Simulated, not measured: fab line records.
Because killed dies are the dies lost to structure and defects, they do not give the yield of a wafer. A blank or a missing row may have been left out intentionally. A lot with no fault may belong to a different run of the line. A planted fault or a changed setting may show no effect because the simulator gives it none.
Lot-split experiment    flow n5 finfet    7 lots, 21 wafers read, on a route of 1938 steps

== SPLIT DETAILS ==
At N5_BEOL_M13_COAT_65 (time 60 s, resist thk 350 nm), the setting spin rpm was moved away from the recipe's 1500 rpm on 9 of the 21 wafers read, by +4.3% to +10.1%. All remaining wafers had this setting at the recipe value.

The split's own step is where the reading is taken.

== THE READING ==
SOC_of_BEOL_M13_COAT_65.thk nm (the simulator's own value, which no gauge read), in nm, at N5_BEOL_M13_COAT_65 (time 60 s, resist thk 350 nm). There is no usual value for it anywhere in the file. Average 350.4 nm, standard deviation 0.78 nm, over the 12 wafers here run with the recipe.

wafer   tool, chamber at the split  spin rpm as run, rpm  against the recipe  SOC_of_BEOL_M13_COAT_65.thk nm, nm  against lot-mates on the recipe
L077.1  litho track-05, 0           1586                  +5.7%               341                                 -10.0
L077.2  litho track-05, 0           1500                  recipe              350.4                               -
L077.3  litho track-05, 0           1500                  recipe              351.6                               -
L078.3  litho track-05, 0           1564                  +4.3%               342                                 no lot-mate on the recipe
L078.4  litho track-05, 0           1564                  +4.3%               343.4                               no lot-mate on the recipe
L078.5  litho track-05, 0           1564                  +4.3%               342.2                               no lot-mate on the recipe
L079.2  litho track-03, 0           1651                  +10.1%              334.4                               -15.6
L079.4  litho track-03, 0           1651                  +10.1%              334.4                               -15.6
L079.5  litho track-03, 0           1500                  recipe              350                                 -
L080.3  litho track-03, 0           1500                  recipe              350.6                               -
L080.4  litho track-03, 0           1500                  recipe              349                                 -
L080.5  litho track-03, 0           1574                  +4.9%               342.4                               -7.4
L091.4  litho track-02, 0           1500                  recipe              350                                 -
L091.5  litho track-02, 0           1500                  recipe              349.6                               -
L091.6  litho track-02, 0           1500                  recipe              349.6                               -
L094.2  litho track-05, 0           1500                  recipe              350.6                               -
L094.3  litho track-05, 0           1500                  recipe              350.8                               -
L094.4  litho track-05, 0           1500                  recipe              351.2                               -
L095.2  litho track-05, 0           1576                  +5.1%               343.6                               -8.0
L095.5  litho track-05, 0           1576                  +5.1%               343.6                               -8.0
L095.3  litho track-05, 0           1500                  recipe              351.6                               -

THE FIT
A straight line over all 21 wafers: SOC_of_BEOL_M13_COAT_65.thk nm changes by -1.59 nm for each +1% of spin rpm; r = -0.99; the points scatter about the line by 0.89 nm.
The same after taking each lot's own level away (the mean of its wafers on the recipe; 18 wafers): -1.57 nm for each +1%; r = -1.00; scatter 0.47 nm.
Per that fit: largest spin rpm move, reading shift of 16 nm.
Across the lots, their own levels run from 349.73 to 351.60 nm, a range of 2.4 times the standard deviation given above.
Hence the lot-to-lot level has little effect on the slope; both slopes agree.
Check: with one of the wafers moved furthest among these (+10.1%) left out of the fit, the line predicts -15.9 nm for it against its lot-mates. It came out at -15.6 nm against them.

== THESE WAFERS: OTHER SPLITS ==
Other splits were also applied to these wafers ahead of the reading. Each is held against what the fit with the lots' levels taken away leaves over:
other split on the same wafers     wafers away from the commonest value  r with SOC_of_BEOL_M13_COAT_65.thk nm (lot level and that fit taken away)
N5_BEOL_M11_COAT_63 spin rpm       8                                     -0.05
N5_BEOL_M11_TRENCH_ETCH_37 time s  8                                     -0.01
N5_BEOL_M11_ALD_74 ald cycles      4                                     +0.13
N5_BEOL_M13_ETCH_59 time s         8                                     -0.08

== FILE'S OWN FIT ==
SOC_of_BEOL_M13_COAT_65.thk nm changes by -1.58 nm for each +1% of spin rpm, r = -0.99.
